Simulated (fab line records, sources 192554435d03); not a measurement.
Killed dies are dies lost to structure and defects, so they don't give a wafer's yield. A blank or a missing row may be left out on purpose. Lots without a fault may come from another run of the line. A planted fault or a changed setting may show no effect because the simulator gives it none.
Which tool did it? | flow n5_finfet | 9 lots, 27 wafers sampled, at 5 steps of a route of 1938

WHAT THE GAUGES READ, wafer by wafer
N5_BEOL_M4_RC_MEAS_101.
lot  | measured     | on        | DIBL_N (mV/V)  | DIBL_P (mV/V)  | IOFF_N (nA/um) | IOFF_P (nA/um) | ION_N (uA/um) | ION_P (uA/um) | SS_N (mV/dec)  | SS_P (mV/dec)  | VT_N (mV)   | VT_P (mV)
L112 | day 8 21:33  | prober-02 | 36.7 34.8 35.7 | 36.7 35.0 36.1 | 0.18 0.14 0.16 | 0.21 0.19 0.20 | 680 679 670   | 458 463 464   | 71.9 71.4 71.3 | 73.9 73.4 73.5 | 246 251 249 | -251.4 -252.9 -251.7
L113 | day 9 07:25  | prober-01 | 40.0 40.9 35.9 | 39.5 41.1 34.9 | 0.23 0.25 0.14 | 0.28 0.32 0.19 | 695 679 657   | 472 457 451   | 72.2 72.4 71.0 | 74.4 74.7 73.1 | 246 245 251 | -246.4 -248.5 -251.8
L114 | day 9 02:56  | prober-01 | 32.9 36.0 31.2 | 33.3 36.4 31.0 | 0.11 0.15 0.10 | 0.17 0.21 0.14 | 671 682 672   | 465 468 465   | 70.6 70.7 69.7 | 72.2 73.5 72.0 | 253 249 257 | -255.8 -247.8 -254.7
L117 | day 10 11:02 | prober-01 | 36.7 34.2 36.2 | 35.7 33.3 34.4 | 0.15 0.12 0.14 | 0.18 0.16 0.17 | 670 660 665   | 459 451 450   | 70.9 70.6 70.7 | 73.6 72.8 73.2 | 249 252 250 | -253.0 -255.4 -252.7
L122 | day 11 19:24 | prober-01 | 36.3 37.4 37.3 | 36.2 36.3 38.8 | 0.16 0.19 0.20 | 0.20 0.21 0.25 | 663 652 669   | 448 446 463   | 71.8 73.3 72.6 | 73.1 73.4 73.4 | 250 250 247 | -252.3 -249.7 -246.2
L126 | day 12 16:20 | prober-01 | 36.3 36.5 36.8 | 34.2 35.2 35.0 | 0.15 0.15 0.15 | 0.18 0.19 0.19 | 670 683 663   | 454 465 453   | 71.7 71.3 72.0 | 73.4 73.0 73.7 | 251 248 254 | -254.5 -249.9 -252.3
L128 | day 13 08:45 | prober-02 | 36.0 32.4 38.2 | 36.4 33.5 40.1 | 0.16 0.12 0.22 | 0.20 0.16 0.26 | 654 668 693   | 452 463 474   | 72.2 70.2 72.2 | 73.7 72.5 73.2 | 251 250 244 | -253.1 -252.6 -248.4
L129 | day 13 10:04 | prober-02 | 36.7 38.1 38.2 | 36.8 38.8 38.9 | 0.15 0.17 0.17 | 0.20 0.23 0.23 | 670 669 676   | 454 459 459   | 71.4 71.5 72.2 | 73.5 73.9 73.0 | 253 249 250 | -255.1 -251.5 -251.6
L130 | day 13 09:34 | prober-01 | 39.5 36.8 34.2 | 41.0 37.8 34.2 | 0.23 0.18 0.12 | 0.29 0.24 0.17 | 695 688 662   | 475 464 460   | 71.6 71.4 71.0 | 74.7 73.5 72.8 | 244 246 255 | -246.1 -246.8 -250.4

WHICH TOOL RAN EACH LOT (tool, then ch and the chambers of the sampled wafers, then the start)
lot  | N5_HKMG_FIN_CVD_62                      | N5_HKMG_FIN_PWFM_ALD_03            | N5_HKMG_FIN_ALD_91                 | N5_HKMG_FIN_ETCH_67
L112 | thermal_cvd_si-01 ch 0,1,2, day 4 18:29 | ald_metal-03 ch 0,1,2, day 4 19:12 | ald_metal-01 ch 1,2,3, day 4 20:59 | rie_diel-06 ch 0,2, day 4 22:23
L113 | thermal_cvd_si-02 ch 0,2, day 5 00:55   | ald_metal-03 ch 0,1,3, day 5 01:38 | ald_metal-03 ch 0,2,3, day 5 03:25 | rie_diel-05 ch 0,1,3, day 5 05:02
L114 | thermal_cvd_si-01 ch 0,2, day 5 09:26   | ald_metal-01 ch 2,3, day 5 10:30   | ald_metal-03 ch 0,2,3, day 5 12:24 | rie_diel-05 ch 0,3, day 5 13:53
L117 | thermal_cvd_si-02 ch 0,1,2, day 6 06:51 | ald_metal-04 ch 0,1,2, day 6 07:34 | ald_metal-03 ch 1,2,3, day 6 09:56 | rie_diel-06 ch 1,2, day 6 11:25
L122 | thermal_cvd_si-01 ch 0,1,2, day 7 09:28 | ald_metal-03 ch 0,2,3, day 7 10:13 | ald_metal-01 ch 2,3, day 7 12:16   | rie_diel-05 ch 1,2,3, day 7 13:43
L126 | thermal_cvd_si-01 ch 1,2, day 8 06:56   | ald_metal-04 ch 0,1, day 8 07:39   | ald_metal-04 ch 0,2,3, day 8 09:49 | rie_diel-06 ch 2, day 8 11:29
L128 | thermal_cvd_si-01 ch 0,2, day 8 19:30   | ald_metal-03 ch 0,1,3, day 8 20:14 | ald_metal-04 ch 0,1,3, day 8 22:08 | rie_diel-05 ch 0,1,3, day 8 23:35
L129 | thermal_cvd_si-02 ch 0,2, day 9 02:13   | ald_metal-04 ch 1,3, day 9 02:55   | ald_metal-04 ch 0,2,3, day 9 04:42 | rie_diel-06 ch 0,2,3, day 9 06:10
L130 | thermal_cvd_si-01 ch 0,1,2, day 9 08:16 | ald_metal-01 ch 0,2,3, day 9 09:01 | ald_metal-04 ch 0,1,2, day 9 10:55 | rie_diel-01 ch 0,1,2, day 9 12:25
- N5_HKMG_FIN_CVD_62: deposits a-Si from Si2H6, target thk 3 nm, time 20.8 s.
- N5_HKMG_FIN_PWFM_ALD_03: deposits TiN, target thk 2 nm, pulse time 1 s, purge time 3 s.
- N5_HKMG_FIN_ALD_91: deposits TiN, target thk 1 nm, pulse time 1 s, purge time 3 s.
- N5_HKMG_FIN_ETCH_67: etches SOC in N2/H2, stops on TiN, target depth 388.9 nm.

WHAT THE TOOLS THEMSELVES READ (means of the sampled wafers that have a number; where no wafer has one, the mark that the record gives instead)
N5_HKMG_FIN_CVD_62.
lot  | tool              | heater_power_w (W) | susceptor_temp_C (C)
L112 | thermal_cvd_si-01 | 1356               | 500.17
L113 | thermal_cvd_si-02 | 1458               | 499.64
L114 | thermal_cvd_si-01 | 1401               | 500.22
L117 | thermal_cvd_si-02 | 1465               | 499.99
L122 | thermal_cvd_si-01 | 1374               | 499.92
L126 | thermal_cvd_si-01 | 1285               | 499.91
L128 | thermal_cvd_si-01 | 1319               | 500.10
L129 | thermal_cvd_si-02 | 1458               | 499.85
L130 | thermal_cvd_si-01 | 1347               | 500.22

N5_HKMG_FIN_PWFM_ALD_03.
lot  | tool         | heater_power_w (W) | precursor_pulse_height_rel | susceptor_temp_C (C)
L112 | ald_metal-03 | 909                | 1.001                      | 400.19
L113 | ald_metal-03 | 874                | 1.004                      | 399.69
L114 | ald_metal-01 | 889                | 0.987                      | 400.14
L117 | ald_metal-04 | 855                | 1.000                      | 399.96
L122 | ald_metal-03 | 933                | 1.008                      | 400.09
L126 | ald_metal-04 | 840                | 1.000                      | 400.12
L128 | ald_metal-03 | 867                | 1.008                      | 399.99
L129 | ald_metal-04 | 902                | 1.008                      | 400.21
L130 | ald_metal-01 | 786                | 0.993                      | 399.81

N5_HKMG_FIN_ALD_91.
lot  | tool         | heater_power_w (W) | precursor_pulse_height_rel | susceptor_temp_C (C)
L112 | ald_metal-01 | 841                | 0.987                      | 400.00
L113 | ald_metal-03 | 924                | 0.997                      | 400.13
L114 | ald_metal-03 | 932                | 0.995                      | 400.08
L117 | ald_metal-03 | 832                | 1.003                      | 399.70
L122 | ald_metal-01 | 752                | 1.009                      | 400.07
L126 | ald_metal-04 | 903                | 1.015                      | 400.05
L128 | ald_metal-04 | 892                | 0.990                      | 400.07
L129 | ald_metal-04 | 904                | 0.996                      | 400.21
L130 | ald_metal-04 | 861                | 1.011                      | 399.87

N5_HKMG_FIN_ETCH_67.
lot  | tool        | bias_w (W) | drypump_motor_current_A (A) | oes_product_au (a.u.) | rf_vpp_V (V) | showerhead_plenum_p_Torr (Torr) | throttle_valve_pct (%)
L112 | rie_diel-06 | 60.96      | 5.7                         | 0.83                  | 239.9        | 2.48                            | 17.65
L113 | rie_diel-05 | 61.04      | 6.0                         | 0.77                  | 240.9        | 2.52                            | 17.95
L114 | rie_diel-05 | 60.91      | 6.2                         | 0.72                  | 239.9        | 2.49                            | 17.97
L117 | rie_diel-06 | 61.04      | 5.6                         | 0.72                  | 241.5        | 2.57                            | 17.82
L122 | rie_diel-05 | 61.15      | 6.1                         | 0.78                  | 240.0        | 2.48                            | 17.90
L126 | rie_diel-06 | 61.06      | 5.3                         | 0.83                  | 240.6        | 2.48                            | 17.55
L128 | rie_diel-05 | 60.97      | 6.0                         | 0.73                  | 241.0        | 2.51                            | 18.01
L129 | rie_diel-06 | 61.07      | 5.5                         | 0.77                  | 240.2        | 2.45                            | 17.82
L130 | rie_diel-01 | 60.81      | 6.1                         | 0.81                  | 241.8        | 2.59                            | 17.78

THE ANSWER, worked out from the rows above alone
Rule: what is usual is taken from the lots themselves. Put in order of their means at a reading, lots are off if they are a third of the lots or fewer, leave a main group of 4 or more, and stand apart from it by a gap of 3 or more times the standard deviation of the main group's means; of several such gaps the widest counts. A main group whose means are all the same, to the digits that the tables above print for the reading, isn't used. A lot without any number at a reading at which 4 lots or more have one is off too. The other lots that the step has rows for count as sound. The gauges are gone through in route order, then the tools' own readings, and for those a lot's mean is taken as printed above. The first step at which some lot is off is used, and at that step the reading that is off furthest; a lot without a number counts as furthest.
No lot is off at any reading shown: from this, nothing can be told.

WHAT THE SIMULATOR HAD PUT IN
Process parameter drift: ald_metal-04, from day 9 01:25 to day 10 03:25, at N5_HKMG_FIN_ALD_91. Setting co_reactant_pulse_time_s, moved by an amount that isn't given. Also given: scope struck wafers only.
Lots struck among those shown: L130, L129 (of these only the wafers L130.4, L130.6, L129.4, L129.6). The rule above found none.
